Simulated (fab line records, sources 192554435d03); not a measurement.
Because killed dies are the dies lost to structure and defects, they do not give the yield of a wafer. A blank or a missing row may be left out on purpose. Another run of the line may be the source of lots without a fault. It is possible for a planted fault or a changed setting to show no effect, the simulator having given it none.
A lot that was struck, set against a sound lot | flow n5 finfet | 22 out of 1938 route steps
Sound: wafers L669.2, L669.5, L669.6. Struck: wafers L663.4, L663.5, L663.6. At the end, the cause is stated.
Per side, at each step with rows, come the tool, then ch with its chambers, and then its first start. Under that, the readings that differ: sound wafers | struck wafers | difference of the means | sigmas: that difference in standard deviations of wafers without a fault.
alike: readings with means less than 2 such deviations apart, plus words and numbers identical on both sides. not compared: withheld readings, readings lacking a value on some wafer, bounds such as >300 that could conceal the same value, and numbers that have no deviation in the record and whose values overlap.
A row with sigmas, a row that says differs or no value, or rows on one side alone: a step with any of these is where the two part. Non-overlapping numbers with no deviation appear without sigmas and do not part them. A reading missing from all wafers of one side parts the sides only when that side holds two or more wafers.

first, 8 steps without rows for these wafers: N5_BEOL_M3_PRE_CLEAN_60 (time 15 s); N5_BEOL_M3_CO_CAP_55 (material Co, precursor CCTBA/H2, target thk 2 nm, time 102.1 s); N5_BEOL_M3_PRE_CLEAN_56 (time 15 s); N5_BEOL_M3_DEP_57 (deposits SiCN from 3MS/NH3, target thk 8 nm, time 14 s); N5_BEOL_M4_ILD_DEP_00 (deposits SiOC from DEMS/O2, target thk 79 nm, time 15.3 s); N5_BEOL_M4_PECVD_72 (deposits SiO2 from TEOS/O2, target thk 16 nm, time 18 s); N5_BEOL_M4_HM_DEP_02 (deposits TiN, target thk 20 nm); N5_BEOL_M4_COAT_61 (time 60 s, resist thk 60 nm).
N5_BEOL_M4_COAT_62: time 60 s, resist thk 12 nm.
  sound on litho track-02 ch 0, day 13 02:07; struck on litho track-03 ch 0, day 11 09:32
  reading                                    | sound                | struck               | difference | sigmas
  spin speed rpm (rpm)                       | 1499.4 1499.5 1500.2 | 1631.1 1630.4 1630.8 | +131.1     | +99 or more
  model.SiARC_of_BEOL_M4_COAT_62.thk nm (nm) | 12 12 12             | 11.6 11.6 11.6       | -0.4       |
  alike: chill plate temp C, plate temp C
then, 9 steps without rows for these wafers: N5_BEOL_M4_COAT_73 (time 60 s, resist thk 5 nm); N5_BEOL_M4_COAT_05 (resist thk 30 nm); N5_BEOL_M4_EBR_07; N5_BEOL_M4_SOFTBAKE_06 (time 60 s); N5_BEOL_M4_EXPOSE_08 (exposes mask M4); N5_BEOL_M4_PEB_09 (peb time 60 s); N5_BEOL_M4_DEVELOP_10 (develop time 30 s); N5_BEOL_M4_DESCUM_16 (chemistry O2, time 7 s); N5_BEOL_M4_ETCH_74 (etches underlayer in N2/H2, target depth 6.5 nm, time 5.2 s).
N5_BEOL_M4_ETCH_63: etches SiARC in CF4, target depth 15.6 nm, time 26 s.
  sound on rie diel-06 ch 0,1, day 13 02:55; struck on rie diel-01 ch 0,1,3, day 11 10:40
  reading                                      | sound             | struck            | difference | sigmas
  model.etch.depth nm (nm)                     | 11.95 11.92 11.94 | 11.51 11.51 11.52 | -0.42      |
  model.CAR-EUV_of_BEOL_M4_COAT_05.thk nm (nm) | 11.2 11.2 11.2    | 11.6 11.6 11.4    | +0.3       |
  alike: drypump motor current A, etch rf on time s, oes product au, rf vpp V, showerhead plenum p Torr, throttle valve pct
  not compared: rf hours counter h
N5_BEOL_M4_ETCH_64: etches SOC in N2/H2, target depth 75 nm, overetch 22.5 nm, time 121.9 s.
  sound on rie diel-06 ch 0,1, day 13 02:57; struck on rie diel-01 ch 0,1,3, day 11 10:44
  reading                                    | sound       | struck    | difference | sigmas
  model.SiARC_of_BEOL_M4_COAT_62.thk nm (nm) | 6.4 6.4 6.2 | 5.8 5.8 6 | -0.5       |
  alike: drypump motor current A, oes product au, rf vpp V, showerhead plenum p Torr, throttle valve pct
  not compared: rf hours counter h
then, 1 step without rows for these wafers: N5_BEOL_M4_STRIP_65 (strips in N2/H2).
N5_BEOL_M4_RC_MEAS_101:
  sound on prober-01 ch 0, day 13 13:18; struck on prober-02 ch 0, day 11 23:37
  reading        | sound             | struck            | difference | sigmas
  DIBL_P (mV/V)  | 38.0 38.1 41.2    | 35.3 34.0 35.2    | -4.3       | -3
  IOFF_P (nA/um) | 0.196 0.204 0.257 | 0.167 0.147 0.162 | -0.060     | -2
  alike: DIBL_N, IOFF_N, ION_N, ION_P, SS_N, SS_P, VT_N, VT_P

WHERE THEY PART
Last at N5_BEOL_M4_RC_MEAS_101 as far as this record goes, first at N5_BEOL_M4_COAT_62.

WHY: what the simulator had put in
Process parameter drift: litho track-03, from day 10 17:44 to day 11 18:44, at N5_BEOL_M4_COAT_62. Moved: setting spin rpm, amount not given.
